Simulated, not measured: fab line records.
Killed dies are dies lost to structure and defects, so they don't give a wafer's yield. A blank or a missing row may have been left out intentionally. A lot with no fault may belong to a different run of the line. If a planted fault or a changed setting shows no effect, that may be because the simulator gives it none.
A lot that was struck, set against a sound lot | flow nand_harc | 15 out of 1159 route steps
Sound: these wafers, L213.1, L213.3, L213.6. Struck: wafer L202.4 (left out: L202.1, L202.6 of the same lot, which were not struck); the cause appears at the end.
For every step that has rows: the tool of each side, followed by ch and its chambers, followed by its first start. Under that, the readings that differ: sound wafers | struck wafers | difference of the means | sigmas: that difference in standard deviations of wafers without a fault.
alike: same words and numbers on both sides, and readings whose means sit less than 2 such deviations apart. not compared: any withheld reading, any reading some wafer has no value for, any bound like >300 that may hide the same value, and any number with overlapping values for which the record gives no deviation.
Wherever a step has rows on one side only, a row that says differs or no value, or a row with sigmas, the two part there. Numbers that have no deviation but don't overlap get no sigmas and don't part them. A reading missing from all wafers of one side parts the sides only when that side holds two or more wafers.

first, 1 step without rows for these wafers: NHARC_A_BLC_DESCUM_15 (chemistry O2, time 3 s).
NHARC_A_BLC_ETCH_16: etches the open film in CF4, target depth 39 nm, time 65 s.
  sound on rie_diel-12 ch 0,3, day 21 21:56; struck on rie_diel-08 ch 3, day 19 01:57
  alike: chamber_pressure_mTorr, drypump_motor_current_A, oes_product_au, rf_vpp_V, showerhead_plenum_p_Torr, throttle_valve_pct
  not compared: rf_hours_counter_h
then, 1 step without rows for these wafers: NHARC_A_BLC_ETCH_17 (etches the open film in N2/H2, target depth 390 nm, time 609.38 s).
NHARC_A_BLC_ETCH_18: etches the open film in C4F8/O2/Ar, target depth 910 nm.
  sound on rie_diel-12 ch 0,2,3; struck on rie_diel-08 ch 0
  alike: chamber_pressure_mTorr, oes_product_au, rf_vpp_V
  not compared: rf_hours_counter_h
NHARC_A_BLC_CD_MEAS_19:
  sound: cd_sem-01 at day 21 22:49; struck: cd_sem-03 at day 19 02:59
  alike: cd_nm
NHARC_A_BLC_STRIP_29: strips in CF4.
  sound on rie_diel-08 ch 2,3, day 21 22:53; struck on rie_diel-12 ch 0, day 19 03:04
  alike: chamber_pressure_mTorr, drypump_motor_current_A, oes_product_au, rf_vpp_V, showerhead_plenum_p_Torr, throttle_valve_pct
  not compared: rf_hours_counter_h
NHARC_A_BLC_STRIP_21: strips in O2.
  sound on rie_diel-08 ch 0,3, day 21 23:01; struck on rie_diel-12 ch 0, day 19 03:11
  alike: chamber_pressure_mTorr, drypump_motor_current_A, oes_product_au, rf_vpp_V, showerhead_plenum_p_Torr, throttle_valve_pct
  not compared: rf_hours_counter_h
then, 1 step without rows for these wafers: NHARC_A_BLC_STRIP_22 (strips in post etch residue remover, time 600 s).
NHARC_A_BLC_DEGAS_30: time 60 s.
  sound: pvd_sputter-03 at day 21 23:28; struck: pvd_sputter-02 at day 19 03:35
  alike: heater_power_w
then, 3 steps without rows for these wafers: NHARC_A_BLC_PRE_CLEAN_31 (time 15 s); NHARC_A_BLC_PVD_32 (deposits Ti, target thk 5 nm, time 17.7 s); NHARC_A_BLC_ALD_23 (deposits TiN, target thk 3 nm, pulse time 1 s, ald cycles 150).
NHARC_A_BLC_CVD_24: deposits W, target thk 150 nm, time 434 s.
  sound on cvd_w-01 ch 0,1, day 22 01:01; struck on cvd_w-02 ch 0, day 19 08:01
  reading                | sound       | struck | difference | sigmas
  throttle_valve_pct (%) | 8.0 8.4 8.3 | 7.6    | -0.6       | -2
  alike: heater_power_w
NHARC_A_BLC_CMP_25: polishes, t overpolish 30 s, target thk 150 nm.
  sound on cmp-03 ch 0,1,2, day 22 01:28; struck on cmp-02 ch 0, day 19 08:32
  reading                | sound          | struck | difference | sigmas
  motor_current_A (A)    | 14.4 14.0 13.4 | 10.3   | -3.6       | -3
  time_to_endpoint_s (s) | 30.8 28.7 31.6 | 50.7   | +20.3      | +8
  alike: overpolish_run_s
NHARC_END_SORT_01:
  sound on prober-02 ch 0, day 23 14:48; struck on prober-02 ch 0, day 21 03:48
  reading             | sound    | struck | difference | sigmas
  killed_at_array     | 37 52 43 | 17     | -27        | -3
  killed_at_periphery | 2 1 2    | 7      | +5         | +2
  killed_dies         | 39 53 46 | 24     | -22        | -2
  alike: killed_at_other, killed_open, killed_short

## WHERE THEY PART
Earliest at NHARC_A_BLC_CVD_24; latest, in this record, at NHARC_END_SORT_01.

WHY: the cause the simulator had injected
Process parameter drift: cvd_w-02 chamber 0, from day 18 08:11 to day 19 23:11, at NHARC_A_BLC_CVD_24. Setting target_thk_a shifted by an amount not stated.
